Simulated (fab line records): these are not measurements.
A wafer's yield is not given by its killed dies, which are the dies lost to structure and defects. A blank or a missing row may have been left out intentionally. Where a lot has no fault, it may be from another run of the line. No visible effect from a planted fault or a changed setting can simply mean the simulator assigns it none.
Code-filled problem report in 8D (eight disciplines) form | flow n5 finfet | the parts of the form that need people (team, actions taken, sign-off) are left out

## 1. THE ISSUE
head pressure psi at N5_ILD0_CMP_12 reads a mean of 1.865 psi on 6 wafers of 2 lots; wafers without a fault read 2.499 psi with a standard deviation of 0.0048. That is -99 or more standard deviations from the usual mean.
The step: polishes SiNx, stops on poly-Si, t overpolish 6 s, target thk 17.67 nm.
Earliest sighting: wafer L746.3 on cmp-02 at day 7 05:10. The record holds 27 wafers of 9 lots with a number at this step. By rule, "out" or "out of limits" means more than 4 standard deviations away from the usual mean. All remaining wafers that have a number are taken as sound.

## 2. WHAT IT IS, WHAT IT ISN'T
question                    | is                     | is not
which readings at this step | head pressure psi      | overpolish run s
which lots                  | L746, L747             | L734, L737, L739, L751, L754, L755, L756
which wafers of those lots  | all that have a number | -
read on which tools         | cmp-02                 | cmp-01, cmp-04
when                        | from day 7 05:10       | up to then (9 sound wafers); but 12 sound wafers of L751, L754, L755, L756 came after

## 3. WHAT RULES OUT EACH SUSPECT
Counting: a tool at a process step up to the reading stays a suspect if it ran every lot that is out and no sound lot after the first of them.
- rie diel-04 at N5_SD_EPI_P_ETCH_36 (etches SiARC in CF4, target depth 45.5 nm, time 75.8 s): ruled out as a lasting fault. Following L746 (day 6 17:56), the first lot on it that is out, the sound lots L756 were run on it.
- cmp-02 at N5_ILD0_CMP_12 (polishes SiNx, stops on poly-Si, t overpolish 6 s, target thk 17.67 nm): kept. It ran every lot that is out, first L746 (day 7 05:10), and no sound lot after that; its last sound lot up to then is L737 (day 4 21:35). Its own readings are out on those wafers: head pressure psi.
Left after counting: cmp-02 at N5_ILD0_CMP_12.

## 4. THE CAUSE (what the simulator had put in)
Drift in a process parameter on cmp-02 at N5_ILD0_CMP_12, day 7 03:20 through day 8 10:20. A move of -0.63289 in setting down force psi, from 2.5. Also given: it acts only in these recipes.
Counting left only this tool.

## 5. THE EFFECT CHAIN, in route order
Each row: a reading whose mean over the struck wafers that have a number lies more than 3 standard deviations from the usual. Only readings for which the record gives a usual standard deviation are gone through. hours: the time from each lot's start at the first step in this table that gives one to its start at this step, as a median over the lots. sigmas: the change in usual standard deviations.
hours | step           | reading            | usual     | on struck wafers | change | sigmas
0     | N5_ILD0_CMP_12 | head pressure psi  | 2.499 psi | 1.865            | -0.634 | -99 or more
0     | N5_ILD0_CMP_12 | time to endpoint s | 28.5 s    | 39.1             | +10.6  | +4.8
It contains these process steps:
- N5_ILD0_CMP_12: polishes SiNx, stops on poly-Si, t overpolish 6 s, target thk 17.67 nm.
Later steps that measure or inspect, where all struck wafers having a row at the step show a number for every such reading and not one has moved that far: N5_SDB_INSPECT_13, N5_BEOL_M4_RC_MEAS_101.

## 6. WHAT WOULD HAVE CAUGHT IT SOONER
In this record no reading fell out of limits until day 7 05:10, 2 hours after the fault had begun at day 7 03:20.
